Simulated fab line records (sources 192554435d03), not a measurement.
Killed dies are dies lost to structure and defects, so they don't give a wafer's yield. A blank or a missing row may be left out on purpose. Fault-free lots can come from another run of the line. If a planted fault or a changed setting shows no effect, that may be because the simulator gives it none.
fab line records	flow n5Finfet
record: lots: 10	wafers: 30	lastDay: 17
route steps=1938 shown BEOL_M2@918 BEOL_M3@934 BEOL_M4@1111 PASSIVATION@1936
lots untouched by any fault: they come from a run of this same line in which no faults occurred
startH: start of the lot's first displayed wafer, in hours after the record's first day	waitH: hours elapsed since this lot's preceding step	" as in the row above	L1.1+2: several wafers, shown together as one row	- no value, or no start given	* or withheld: withheld	< > ~ a bound
route shown NAME@n: names a module that has steps shown in the file, with the first one's number in the route	usual: average and standard deviation across the fault-free wafers	same: alike in all rows	chamber/n: place in a boat	sites: per-site readings	_std_site: standard deviation across them	_edge_site: the outer-site mean with the inner-site mean subtracted	radiusMm: for every site, how far away it sits from the centre of the wafer	mask NAME#n: copy n	behind: the last tool/chamber to shape the wafer	hold: reason for holding the lot/hours on hold/outcome of the hold	device: the transistor (n, p or np) that didn't switch	end of line: tests of these same wafers at the route's end	step lacking rows: just its recipe	killed: count of dies lost to structure and defects at first sort (not the wafer's yield)	map: a wafer's dies, x killed, . not, _ none there
set.NAME: setting as actually run; set.NAME@STEP: the setting as run at that earlier step	model.NAME: the simulator's own value behind a step, which no gauge read
steps of the route over a sample of lots; a table a step, a row a wafer
services: a tool's chamber out of use, with start hour (startH, from the record's first day; less than 0 if before it), hours out, and reason
== steps ==
step: N5_BEOL_M2_SPUTTER_94
recipe: material: Cu	targetThkA: 45	tempC: -20	chamberPressurePa: 0.07	powerW: withheld	timeS: 8.29
usual: throttleValvePct: 29.8/0.9
lot.wafer	tool	chamber	startH	waitH	throttleValvePct
L412.1	pvdSputter-01	-	147.73	0.1	30.6
L412.3	"	-	"	"	29.4
L412.4	"	-	"	"	29.8
L413.2	pvdSputter-03	-	148.81	0.1	30.4
L413.5	"	-	"	"	29.2
L413.6	"	-	"	"	31.0
L416.3	pvdSputter-01	-	161.72	0.1	29.4
L416.4	"	-	"	"	29.9
L416.5	"	-	"	"	29.6
L420.2	pvdSputter-03	-	200.96	0.1	28.3
L420.4	"	-	"	"	30.5
L420.5	"	-	"	"	30.5
L421.1	pvdSputter-01	-	204.91	0.1	30.5
L421.4	"	-	"	"	29.8
L421.5	"	-	"	"	30.6
L422.1	pvdSputter-03	-	213.93	0.1	28.4
L422.5	"	-	"	"	30.7
L422.6	"	-	"	"	29.3
L424.1	pvdSputter-02	-	225.43	0.1	30.1
L424.3	"	-	"	"	28.9
L424.5	"	-	"	"	30.4
L425.1	pvdSputter-02	-	227.27	0.1	30.4
L425.5	"	-	"	"	30.3
L425.6	"	-	"	"	29.0
L432.2	pvdSputter-02	-	265.38	0.1	29.3
L432.3	"	-	"	"	30.0
L432.5	"	-	"	"	29.6
L433.1	pvdSputter-02	-	268.60	0.1	29.2
L433.4	"	-	"	"	29.4
L433.6	"	-	"	"	28.9
step: N5_BEOL_M2_CMP_52
recipe: stopOn: SiOC	tOverpolishS: 6.8	downForcePsi: 1	platenRpm: 50	clearingPlatenDownForcePsi: 1.5	clearingPlatenRpm: 50	postCmpClean: cuAlkaline	targetThkNm: 40	clearingPlatenPadVelocityMS: 0.99484	padVelocityMS: 0.99484
usual: barrierFieldEndpointS: 24.5/0.67	motorCurrentA: 6.1/0.65	overpolishRunS: 6.801/0.0083	retainingRingPressureFrac: 0.999/0.005	timeToEndpointS: 61/3.3
lot.wafer	tool	chamber	startH	waitH	barrierFieldEndpointS	motorCurrentA	overpolishRunS	retainingRingPressureFrac	timeToEndpointS
L412.4	cmp-02	0	148.48	0.2	23.9	5.5	6.809	1.002	56
L412.3	"	1	"	"	24.2	6.9	6.830	0.999	59
L412.1	"	2	"	"	23.8	6.0	6.794	0.997	58
L413.2	cmp-01	2	149.56	0.2	25.2	7.3	6.810	0.993	65
L413.5	"	1	"	"	25.8	5.2	6.798	1.006	62
L413.6	"	2	"	"	25.6	7.5	6.801	0.998	67
L416.3	cmp-01	0	162.53	0.2	24.9	6.8	6.816	0.999	64
L416.4	"	1	"	"	25.2	5.3	6.817	1.004	65
L416.5	"	3	"	"	25.2	5.6	6.811	1.002	64
L420.4	cmp-01	2	201.67	0.1	25.1	7.4	6.802	0.998	63
L420.2	"	3	"	"	24.9	5.5	6.799	0.991	59
L420.5	"	3	"	"	24.7	5.3	6.813	0.992	62
L421.4	cmp-02	2	205.79	0.3	23.7	6.2	6.802	0.990	59
L421.1	"	3	"	"	23.7	5.9	6.802	1.000	57
L421.5	"	1	"	"	24.1	7.2	6.804	1.001	62
L422.1	cmp-03	1	214.74	0.3	23.4	6.7	6.798	1.001	61
L422.6	"	1	"	"	24.4	6.3	6.797	0.998	61
L422.5	"	2	"	"	25.5	5.8	6.806	0.996	64
L424.3	cmp-02	2	227.16	1.2	24.8	6.0	6.802	0.995	60
L424.1	"	3	"	"	23.3	6.1	6.792	1.001	56
L424.5	"	1	"	"	24.7	6.8	6.800	0.988	62
L425.1	cmp-01	2	229.75	2.0	24.4	7.6	6.806	0.997	62
L425.6	"	1	"	"	24.3	5.1	6.799	0.996	62
L425.5	"	2	"	"	24.4	7.1	6.795	1.009	66
L432.3	cmp-02	0	266.09	0.2	23.7	6.0	6.794	1.003	57
L432.2	"	1	"	"	25.3	7.1	6.808	0.991	67
L432.5	"	0	"	"	24.7	6.0	6.797	0.999	60
L433.4	cmp-03	2	269.35	0.2	26.2	6.2	6.787	1.001	66
L433.1	"	0	"	"	24.8	5.6	6.805	0.996	62
L433.6	"	1	"	"	24.9	6.6	6.801	1.008	63
step: N5_BEOL_M3_HM_DEP_02
recipe: material: TiN	targetThkA: 200	tempC: 25	chamberPressurePa: 0.49996
usual: throttleValvePct: 30.0/0.92
lot.wafer	tool	chamber	startH	waitH	throttleValvePct
L412.1	pvdSputter-02	-	150.09	0.9	29.1
L412.3	"	-	"	"	29.5
L412.4	"	-	"	"	29.5
L413.2	pvdSputter-01	-	151.15	0.9	31.7
L413.5	"	-	"	"	29.4
L413.6	"	-	"	"	30.4
L416.3	pvdSputter-03	-	164.32	1.1	29.4
L416.4	"	-	"	"	28.4
L416.5	"	-	"	"	30.6
L420.2	pvdSputter-02	-	202.76	0.3	30.5
L420.4	"	-	"	"	29.3
L420.5	"	-	"	"	28.9
L421.1	pvdSputter-01	-	207.25	0.8	30.0
L421.4	"	-	"	"	31.5
L421.5	"	-	"	"	31.7
L422.1	pvdSputter-01	-	216.07	0.6	31.5
L422.5	"	-	"	"	29.5
L422.6	"	-	"	"	30.6
L424.1	pvdSputter-01	-	228.86	1.0	29.8
L424.3	"	-	"	"	29.8
L424.5	"	-	"	"	31.5
L425.1	pvdSputter-02	-	232.37	1.7	29.1
L425.5	"	-	"	"	29.4
L425.6	"	-	"	"	28.6
L432.2	pvdSputter-01	-	267.95	1.1	31.6
L432.3	"	-	"	"	30.0
L432.5	"	-	"	"	30.8
L433.1	pvdSputter-02	-	270.60	0.5	30.3
L433.4	"	-	"	"	29.5
L433.6	"	-	"	"	29.2
step: N5_BEOL_M3_EXPOSE_08
recipe: maskId: M3	na: 0.33	sourceShape: dipole	sigmaInner: 0.369	sigmaOuter: 0.767	polarization: unpolarized	doseMj: 33
usual: exposureDoseMJCm2: 32.98/0.032
lot.wafer	tool	chamber	startH	waitH	mask	exposureDoseMJCm2
L412.1	euvScanner-02	0	150.48	-	M3#0	32.97
L412.3	"	0	"	"	M3#0	33.05
L412.4	"	0	"	"	M3#0	33.04
L413.2	euvScanner-01	0	151.54	-	M3#0	33.02
L413.5	"	0	"	"	M3#0	33.00
L413.6	"	0	"	"	M3#0	33.00
L416.3	euvScanner-01	0	164.72	-	M3#0	32.98
L416.4	"	0	"	"	M3#0	32.99
L416.5	"	0	"	"	M3#0	33.00
L420.2	euvScanner-01	0	203.19	-	M3#0	35.47
L420.4	"	0	"	"	M3#0	35.48
L420.5	"	0	"	"	M3#0	35.47
L421.1	euvScanner-01	0	207.51	-	M3#0	34.95
L421.4	"	0	"	"	M3#0	34.91
L421.5	"	0	"	"	M3#0	34.94
L422.1	euvScanner-01	0	216.33	-	M3#0	34.60
L422.5	"	0	"	"	M3#0	34.60
L422.6	"	0	"	"	M3#0	34.62
L424.1	euvScanner-02	0	229.25	-	M3#0	33.04
L424.3	"	0	"	"	M3#0	33.01
L424.5	"	0	"	"	M3#0	33.05
L425.1	euvScanner-02	0	232.63	-	M3#0	33.00
L425.5	"	0	"	"	M3#0	33.01
L425.6	"	0	"	"	M3#0	33.04
L432.2	euvScanner-02	0	268.35	-	M3#0	33.03
L432.3	"	0	"	"	M3#0	32.98
L432.5	"	0	"	"	M3#0	32.98
L433.1	euvScanner-02	0	270.86	-	M3#0	33.04
L433.4	"	0	"	"	M3#0	33.02
L433.6	"	0	"	"	M3#0	33.01
step: N5_BEOL_M3_CD_MEAS_11
recipe: targetCdNm: 17.05	landingEnergyEv: 500	detector: seInlens	polarity: opening
usual: cdNm: 17.04/0.25
lot.wafer	tool	chamber	startH	waitH	cdNm
L412.1	cdSem-02	0	150.61	-	17.11
L412.3	"	0	"	"	17.09
L412.4	"	0	"	"	17.00
L413.2	cdSem-01	0	151.67	-	16.32
L413.5	"	0	"	"	16.42
L413.6	"	0	"	"	16.55
L416.3	cdSem-01	0	164.83	-	16.97
L416.4	"	0	"	"	16.83
L416.5	"	0	"	"	16.66
L420.2	cdSem-01	0	203.31	-	18.83
L420.4	"	0	"	"	18.01
L420.5	"	0	"	"	18.09
L421.1	cdSem-01	0	207.64	-	18.20
L421.4	"	0	"	"	18.22
L421.5	"	0	"	"	17.97
L422.1	cdSem-03	0	216.46	-	17.74
L422.5	"	0	"	"	17.97
L422.6	"	0	"	"	17.89
L424.1	cdSem-02	0	229.38	-	16.93
L424.3	"	0	"	"	16.99
L424.5	"	0	"	"	17.02
L425.1	cdSem-02	0	232.76	-	17.32
L425.5	"	0	"	"	17.09
L425.6	"	0	"	"	17.04
L432.2	cdSem-01	0	268.47	-	16.88
L432.3	"	0	"	"	17.07
L432.5	"	0	"	"	16.93
L433.1	cdSem-01	0	270.98	-	16.85
L433.4	"	0	"	"	17.17
L433.6	"	0	"	"	17.01
step: N5_BEOL_M3_CD_MEAS_18
recipe: pitchNm: 36	targetCdNm: 18
usual: cdNm: 18.0/0.35
lot.wafer	tool	chamber	startH	waitH	cdNm
L412.1	cdSem-01	-	152.48	0.0	17.9
L412.3	"	-	"	"	18.3
L412.4	"	-	"	"	18.4
L413.2	cdSem-02	-	152.73	0.1	17.9
L413.5	"	-	"	"	17.6
L413.6	"	-	"	"	17.8
L416.3	cdSem-02	-	166.29	0.1	17.9
L416.4	"	-	"	"	18.1
L416.5	"	-	"	"	18.4
L420.2	cdSem-03	-	203.86	0.1	19.7
L420.4	"	-	"	"	19.5
L420.5	"	-	"	"	18.8
L421.1	cdSem-01	-	208.19	0.0	19.1
L421.4	"	-	"	"	18.6
L421.5	"	-	"	"	19.1
L422.1	cdSem-03	-	217.01	0.0	19.2
L422.5	"	-	"	"	19.3
L422.6	"	-	"	"	19.2
L424.1	cdSem-01	-	229.93	0.0	17.5
L424.3	"	-	"	"	17.5
L424.5	"	-	"	"	18.0
L425.1	cdSem-03	-	233.43	0.0	18.2
L425.5	"	-	"	"	18.4
L425.6	"	-	"	"	18.3
L432.2	cdSem-01	-	269.13	0.1	18.0
L432.3	"	-	"	"	17.7
L432.5	"	-	"	"	18.1
L433.1	cdSem-01	-	271.54	0.0	17.9
L433.4	"	-	"	"	18.4
L433.6	"	-	"	"	18.4
step: N5_BEOL_M4_RC_MEAS_101
usual: DIBL_N: 36.1/1.6	DIBL_P: 35.8/2.1	IOFF_N: 0.16/0.031	IOFF_P: 0.21/0.034	ION_N: 673/12	ION_P: 461/7.2	SS_N: 71.4/0.59	SS_P: 73.3/0.63	VT_N: 250/3.1	VT_P: -250/3.3
lot.wafer	tool	chamber	startH	waitH	DIBL_N[mV/V]	DIBL_P[mV/V]	IOFF_N[nA/um]	IOFF_P[nA/um]	ION_N[uA/um]	ION_P[uA/um]	SS_N[mV/dec]	SS_P[mV/dec]	VT_N[mV]	VT_P[mV]
L412.1	prober-02	0	175.25	0.0	36.1	36.1	0.17	0.21	676	463	71.7	73.4	248	-253
L412.3	"	0	"	"	36.0	35.6	0.16	0.21	670	457	71.8	73.3	249	-250
L412.4	"	0	"	"	36.9	36.0	0.17	0.21	689	465	71.4	74.3	247	-252
L413.2	prober-01	0	175.52	0.2	35.3	35.4	0.15	0.19	674	457	71.6	73.0	249	-251
L413.5	"	0	"	"	38.5	38.8	0.21	0.24	687	461	72.6	73.6	245	-249
L413.6	"	0	"	"	36.4	37.1	0.16	0.23	674	465	71.7	73.4	250	-247
L416.3	prober-02	0	201.06	0.3	36.3	36.9	0.17	0.21	683	459	71.6	73.3	250	-253
L416.4	"	0	"	"	36.1	37.0	0.17	0.21	677	457	71.6	73.4	249	-253
L416.5	"	0	"	"	38.2	39.6	0.23	0.27	687	465	72.3	74.0	243	-249
L422.1	prober-01	0	234.95	0.0	35.4	36.1	0.14	0.17	667	452	71.0	73.5	253	-256
L422.5	"	0	"	"	35.0	35.7	0.14	0.17	676	460	71.0	72.2	251	-255
L422.6	"	0	"	"	35.7	36.6	0.14	0.18	664	452	71.4	73.3	254	-255
L424.1	prober-01	0	250.77	0.0	36.6	36.1	0.16	0.22	667	463	71.8	73.7	249	-248
L424.3	"	0	"	"	36.2	34.7	0.15	0.19	665	457	71.3	72.7	253	-249
L424.5	"	0	"	"	33.7	32.1	0.12	0.16	658	448	70.5	72.8	252	-251
L425.1	prober-01	0	255.55	0.0	37.8	38.7	0.20	0.28	680	468	71.4	73.7	248	-247
L425.5	"	0	"	"	34.7	34.4	0.13	0.20	676	463	71.5	73.3	253	-250
L425.6	"	0	"	"	35.8	36.0	0.15	0.23	672	462	71.4	73.7	249	-250
L432.2	prober-02	0	295.19	0.2	35.3	34.9	0.15	0.23	667	470	71.1	73.2	253	-247
L432.3	"	0	"	"	37.0	37.4	0.18	0.26	670	470	71.5	73.6	247	-247
L432.5	"	0	"	"	37.0	35.8	0.18	0.23	675	465	71.3	73.6	249	-247
L433.1	prober-01	0	300.74	0.0	36.8	35.8	0.18	0.22	676	465	71.4	73.6	247	-247
L433.4	"	0	"	"	38.2	38.7	0.21	0.29	685	469	72.2	74.5	244	-246
L433.6	"	0	"	"	37.3	36.1	0.17	0.23	675	462	71.9	73.7	249	-249
step: N5_PASSIVATION_PROBE_49
usual: defectLimitedYield: 91.0/1.5	killed_at_M0_to_M3: 35/11	killed_at_M4_up: 13/6	killedAtContacts: 14/6.5	killedAtFrontEnd: 40/12	killedAtOther: 4/3.4	killedDies: 106/18	killedOnRim: 14/4.7	killedOpen: 68/14	killedShort: 35/7.7	sort_bin_5_function: 5.2/0.98	sort_bin_6_memory: 3.4/0.72	sortNPass: 1074/18	sortYieldPct: 91.0/1.5
same: grossDies: 1180	killedAtBackSide: 0	sort_bin_4_leakage[%]: 0	sort_bin_8_speed[%]: 0
lot.wafer	tool	chamber	startH	waitH	defectLimitedYield[%]	killed_at_M0_to_M3	killed_at_M4_up	killedAtContacts	killedAtFrontEnd	killedAtOther	killedDies	killedOnRim	killedOpen	killedShort	sort_bin_5_function[%]	sort_bin_6_memory[%]	sortNPass	sortYieldPct[%]
L422.1	prober-02	-	337.74	0.0	63.6	370	6	12	38	4	430	47	48	28	22.5	11.2	750	63.6
L422.5	prober-02	-	337.94	0.2	65.6	362	11	8	21	4	406	51	30	29	19.8	12.0	774	65.6
L422.6	prober-02	-	337.99	0.3	62.7	368	12	8	34	18	440	53	57	43	22.0	12.9	740	62.7
L425.1	prober-02	-	366.57	0.0	90.8	30	23	14	40	1	108	14	77	29	5.2	3.6	1072	90.8
L425.5	prober-02	-	366.77	0.2	90.6	35	20	12	44	0	111	12	72	39	4.7	4.2	1069	90.6
L425.6	prober-02	-	366.82	0.3	89.4	23	28	17	54	3	125	16	74	49	6.6	3.7	1055	89.4
killed by level:class
L422.1 BEOL_M3:areaExpose=351 STI_FIN_REVEAL:geometricParticle:open=9 DUMMY_GATE:geometricParticle:open=8 MOL_CONTACT_COAG:geometricParticle:open=8 BEOL_M0_SAQP:geometricParticle:short=6 FIN_SAQP:geometricParticle:open=4 FIN_SAQP:geometricParticle:short=4 BEOL_M2:geometricParticle:open=4
L422.5 BEOL_M3:areaExpose=346 MOL_CONTACT_COAG:geometricParticle:open=6 BEOL_M4:geometricParticle:short=5 FIN_SAQP:geometricParticle:short=4 DUMMY_GATE:geometricParticle:open=4 BEOL_M2:geometricParticle:open=4 STARTING-WAFER:geometricParticle:short=4 BEOL_M0_SAQP:geometricParticle:open=3
L422.6 BEOL_M3:areaExpose=335 FIN_SAQP:geometricParticle:short=9 MIM_TOP_ETCH:geometricParticle:short=9 BEOL_M1:geometricParticle:open=9 MOL_CONTACT_COAG:geometricParticle:open=7 FIN_SAQP:geometricParticle:open=6 BEOL_M0_SAQP:geometricParticle:short=6 MIM_TOP_ETCH:geometricParticle:open=6
L425.1 MOL_CONTACT_COAG:geometricParticle:open=12 BEOL_M1:geometricParticle:open=12 DUMMY_GATE:geometricParticle:open=9 BEOL_M4:geometricParticle:open=7 STI_FIN_REVEAL:geometricParticle:open=6 FIN_SAQP:geometricParticle:open=4 STI_FIN_REVEAL:geometricParticle:short=4 DUMMY_GATE:geometricParticle:short=4
L425.5 FIN_SAQP:geometricParticle:open=11 MOL_CONTACT_COAG:geometricParticle:open=9 BEOL_M1:geometricParticle:open=9 STI_FIN_REVEAL:geometricParticle:open=8 FIN_SAQP:geometricParticle:short=6 BEOL_M0_SAQP:geometricParticle:short=6 BEOL_M8:geometricParticle:open=6 BEOL_M3:geometricParticle:open=5
L425.6 FIN_SAQP:geometricParticle:short=17 MOL_CONTACT_COAG:geometricParticle:open=13 BEOL_M4:geometricParticle:open=11 STI_FIN_REVEAL:geometricParticle:open=8 GATE_CUT:geometricParticle:open=7 BEOL_M0_SAQP:geometricParticle:open=7 BEOL_M4:geometricParticle:short=6 BEOL_M3:geometricParticle:open=5
== services ==
tool	chamber	startH	hours	kind
euvScanner-01	-	127.97	1.0	pm
cmp-02	-	131.67	0.6	repair
cmp-03	-	147.38	4.0	pm
euvScanner-02	0	165.31	-	calibration
euvScanner-02	-	167.02	1.0	pm
cmp-03	-	181.03	5.0	pm
cmp-01	-	182.90	1.0	repair
euvScanner-01	-	183.78	1.0	pm
cmp-01	-	190.13	0.5	repair
euvScanner-01	0	197.21	-	calibration
euvScanner-02	-	202.63	4.6	pm
pvdSputter-02	-	205.02	2.0	repair
cmp-01	-	215.26	4.0	pm
euvScanner-02	-	215.27	0.1	repair
cmp-01	-	219.26	-	consumableReplace:conditioner
cmp-01	-	219.26	-	consumableReplace:pad
euvScanner-02	-	223.17	1.0	pm
euvScanner-01	-	228.10	1.5	repair
cmp-02	-	231.34	4.0	pm
cmp-02	-	235.34	-	consumableReplace:conditioner
cmp-02	-	235.34	-	consumableReplace:pad
euvScanner-01	-	239.93	1.0	pm
pvdSputter-01	-	246.25	3.0	repair
euvScanner-02	-	249.57	12.0	pm
== key ==
firstSign: step: N5_BEOL_M3_EXPOSE_08	reading: exposureDoseMJCm2	direction: up	sigmas: 64	usual: 32.98	struck: 35.00
effect: step: N5_BEOL_M3_CD_MEAS_11	reading: cdNm	direction: up	sigmas: 4.3	usual: 17.04	struck: 18.10	through: controlLoop
effect: step: N5_BEOL_M3_CD_MEAS_18	reading: cdNm	direction: up	sigmas: 3.4	usual: 18.0	struck: 19.2	through: controlLoop
effect: step: N5_PASSIVATION_PROBE_49	reading: killed_at_M0_to_M3	direction: up	sigmas: 30	usual: 35	struck: 367
moreKillsBornAt: N5_BEOL_M3_EXPOSE_08@euvScanner-01: 1032
metAt N5_BEOL_M3_EXPOSE_08
struckLots L420,L421,L422
rowsEnd L420.2,L420.4,L420.5,L421.1,L421.4,L421.5
loopTrim: step: N5_BEOL_M3_EXPOSE_08	setting: dose	lots: L421,L422
notActingAt N5_BEOL_M2_SPUTTER_94,N5_BEOL_M2_CMP_52,N5_BEOL_M3_HM_DEP_02
onsetBetween 164.72 203.19
earlierFault: kind: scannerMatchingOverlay	tool: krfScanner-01	chamber: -	onsetH: 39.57	steps: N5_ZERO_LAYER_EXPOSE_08	offset: 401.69
fault: kind: processParameterDrift	tool: euvScanner-01	chamber: -	onsetH: 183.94	steps: N5_BEOL_M3_EXPOSE_08	channel: doseMj	offset: 2.5094	shape: step	actsIn: theseRecipesOnly	stated: 33
rowsEnd: these wafers met a further fault down the route, and their rows from its step on are left out
loopTrim: a control loop set the setting to another value than it would have without faults
